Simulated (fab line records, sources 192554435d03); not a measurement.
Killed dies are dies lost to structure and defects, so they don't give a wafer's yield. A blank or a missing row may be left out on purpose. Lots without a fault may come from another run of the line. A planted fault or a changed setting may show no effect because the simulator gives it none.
Chamber matching | flow n5_finfet | N5_GATE_CUT_STRIP_42 on rie_diel-03: 3 sister chambers
The step strips in O2. 3 wafers are shown with their chamber, then 8 later ones without.

WAFERS WITH THEIR CHAMBER
wafer  | chamber | showerhead_plenum_p_Torr (Torr)
L083.2 | 1       | 2.09
L086.1 | 3       | 2.00
L086.5 | 2       | 1.99

WAFERS WITHOUT THEIR CHAMBER
wafer  | showerhead_plenum_p_Torr (Torr)
L089.2 | 1.99
L089.6 | 2.00
L091.4 | 2.00
L091.5 | 1.99
L091.6 | 2.08
L092.1 | 2.00
L092.3 | 2.08
L092.4 | 1.99

WHICH CHAMBER EACH WENT THROUGH
wafer  | from the rows above | in truth
L089.2 | 2                   | 2
L089.6 | 3                   | 3
L091.4 | 3                   | 3
L091.5 | 2                   | 2
L091.6 | 1                   | 1
L092.1 | 3                   | 3
L092.3 | 1                   | 1
L092.4 | 2                   | 2
Placed correctly: 8 of 8. Can't be placed from these rows: 0. Placed wrongly: 0.
How it was worked out, from the rows above alone: a wafer's distance from a chamber is the root of the sum, over the readings, of the square of ((its reading less the chamber's mean) divided by the reading's scatter). The wafer belongs to the nearest chamber; if the next one is less than 2 further off, it can't be placed. A chamber's mean is the mean of its shown wafers. The scatter: with one shown wafer a chamber, the root of the mean of the squares of how far each hidden wafer lies from its nearest shown one.
